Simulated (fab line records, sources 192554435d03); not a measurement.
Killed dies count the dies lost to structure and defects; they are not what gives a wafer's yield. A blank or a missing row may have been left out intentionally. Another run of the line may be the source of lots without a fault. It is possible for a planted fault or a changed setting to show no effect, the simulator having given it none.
The tool behind it: which one?	flow n5 finfet	Sampling: 10 lots, 30 wafers, 5 of 1938 route steps

## WHAT THE GAUGES SHOWED, per wafer
N5_GATE_CUT_OVL_MEAS_14.
lot	measured	on	GATE_CUT_OVL (nm)
L075	day 4 22:08	overlay-02	0.8 0.8 -0.7
L078	day 5 12:46	overlay-02	-1.5 -1.3 -0.7
L080	day 6 00:13	overlay-02	-0.4 -0.3 -0.9
L081	day 6 11:11	overlay-01	-0.6 -0.1 -1.5
L084	day 6 22:56	overlay-01	-0.6 0.0 0.2
L086	day 7 22:14	overlay-01	-0.4 0.4 -0.7
L088	day 8 04:53	overlay-01	0.8 -0.3 -0.9
L091	day 9 00:08	overlay-01	0.0 0.0 0.8
L094	day 9 17:01	overlay-01	-0.5 -0.6 0.1
L096	day 10 01:10	overlay-01	-0.5 -0.1 -0.7

## WHAT TOOL EACH LOT RAN ON (gives the tool, then ch and the chambers of the sampled wafers, and finally the start)
lot	N5_HKMG_FIN_STRIP_88	N5_HKMG_FIN_ALD_71	N5_HKMG_FIN_ETCH_67	N5_GATE_CUT_ETCH_58
L075	plasma asher-01 ch 0,1, day 4 15:10	ald metal-04 ch 0,1,3, day 4 15:38	rie diel-04 ch 1,2,3, day 4 15:59	rie diel-01 ch 0,3, day 4 18:51
L078	plasma asher-02 ch 1, day 5 05:19	ald metal-04 ch 0,1, day 5 05:48	rie diel-03 ch 0,1,2, day 5 06:12	rie diel-06 ch 0,2, day 5 09:28
L080	plasma asher-02 ch 0,1, day 5 16:08	ald metal-04 ch 0,1, day 5 16:37	rie diel-02 ch 0,2,3, day 5 17:01	rie diel-01 ch 1,2,3, day 5 19:20
L081	plasma asher-02 ch 0, day 6 04:32	ald metal-02 ch 1,2,3, day 6 05:01	rie diel-03 ch 2,3, day 6 05:26	rie diel-05 ch 0,3, day 6 07:54
L084	plasma asher-01 ch 0,1, day 6 16:17	ald metal-04 ch 1,2,3, day 6 16:46	rie diel-04 ch 0,1,3, day 6 17:13	rie diel-05 ch 0,1,3, day 6 19:32
L086	plasma asher-02 ch 0,1, day 7 15:37	ald metal-03 ch 0,1,3, day 7 15:58	rie diel-03 ch 0,1,2, day 7 16:28	rie diel-01 ch 0,2,3, day 7 18:48
L088	plasma asher-02 ch 1, day 7 22:05	ald metal-04 ch 1,2,3, day 7 22:34	rie diel-03 ch 0,3, day 7 23:12	rie diel-01 ch 2,3, day 8 01:35
L091	plasma asher-01 ch 0,1, day 8 17:25	ald metal-03 ch 1,2,3, day 8 17:53	rie diel-03 ch 0,2,3, day 8 18:16	rie diel-05 ch 0,1,3, day 8 20:35
L094	plasma asher-01 ch 0,1, day 9 10:34	ald metal-03 ch 0,1,2, day 9 10:56	rie diel-03 ch 0,2,3, day 9 11:16	rie diel-06 ch 0,2,3, day 9 13:35
L096	plasma asher-01 ch 0,1, day 9 18:02	ald metal-04 ch 0,1, day 9 18:31	rie diel-04 ch 0,1,2, day 9 18:56	rie diel-06 ch 0,2,3, day 9 21:34
- N5_HKMG_FIN_STRIP_88: strips in N2/H2, time 360 s.
- N5_HKMG_FIN_ALD_71: deposits TiN, target thk 1 nm, pulse time 1 s, purge time 3 s.
- N5_HKMG_FIN_ETCH_67: etches SOC in N2/H2, stops on TiN, target depth 388.9 nm.
- N5_GATE_CUT_ETCH_58: etches SiNx in CH3F/O2, target depth 17 nm, time 128.6 s.

## THE ANSWER, worked out from the rows above alone
Rule: the usual values come from the lots themselves. The widest of any qualifying gaps counts: lots, ordered by their means at a reading, are off when they make up no more than a third of the lots, leave a main group of 4 or more, and stand apart from it by 3 or more times the standard deviation of that group's means. If all means in a main group match to the digits the tables above print for the reading, that group is not used. A lot without any number at a reading at which 4 lots or more have one is off too. All remaining lots with rows at the step are treated as sound.
No lot is off at any reading shown: from this, nothing can be told.

## WHAT THE SIMULATOR HAD INSERTED
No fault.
